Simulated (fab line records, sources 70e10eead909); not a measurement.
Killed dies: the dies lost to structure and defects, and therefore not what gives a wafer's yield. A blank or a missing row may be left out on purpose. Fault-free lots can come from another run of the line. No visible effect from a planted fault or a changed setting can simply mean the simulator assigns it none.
Matching of chambers -- flow nand harc -- rie diel-05 running NHARC_P_GATE_DESCUM_93: 4 sister chambers
The step chemistry O2, time 3 s. 7 wafers are shown with their chamber, then 8 later ones without.

## WAFERS PAIRED WITH THEIR CHAMBERS
wafer,chamber,showerhead plenum p Torr (Torr),o2 flow sccm (sccm)
L902.2,3,2.04,199.1
L908.2,1,2.03,198.8
L908.4,2,1.98,200.2
L910.2,1,2.03,199.2
L910.3,3,2.03,199.2
L910.4,2,1.98,200.2
L916.1,0,2.01,200.5

## WAFERS WHOSE CHAMBER IS MISSING
wafer,showerhead plenum p Torr (Torr),o2 flow sccm (sccm)
L916.4,2.03,199.6
L916.6,2.01,200.1
L918.1,2.03,200.5
L918.3,2.03,200.4
L918.4,1.98,200.5
L917.1,2.01,200.4
L917.3,2.03,199.5
L917.4,2.03,201.0

## CHAMBER TAKEN BY EACH
wafer,from the rows above,in truth
L916.4,can't be placed: 3 or 1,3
L916.6,0,0
L918.1,0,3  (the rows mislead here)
L918.3,0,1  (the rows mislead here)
L918.4,2,2
L917.1,0,0
L917.3,can't be placed: 3 or 1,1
L917.4,0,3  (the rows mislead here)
Correct placement for 3 of the 8. Can't be placed from these rows: 2 (the true chamber is among the candidates in 2). Wrongly placed: 3.
How it was worked out, from the rows above alone: a wafer's distance from a chamber is the root of the sum, over the readings, of the square of ((its reading less the chamber's mean) divided by the reading's scatter). If the next closest chamber is less than 2 further off than the closest, the wafer can't be placed; otherwise it belongs to the closest. The mean given for a chamber averages the wafers shown for that chamber. The scatter: the root of (the sum of the squares of (reading less its chamber's mean) over the shown wafers, divided by (wafers less chambers)).
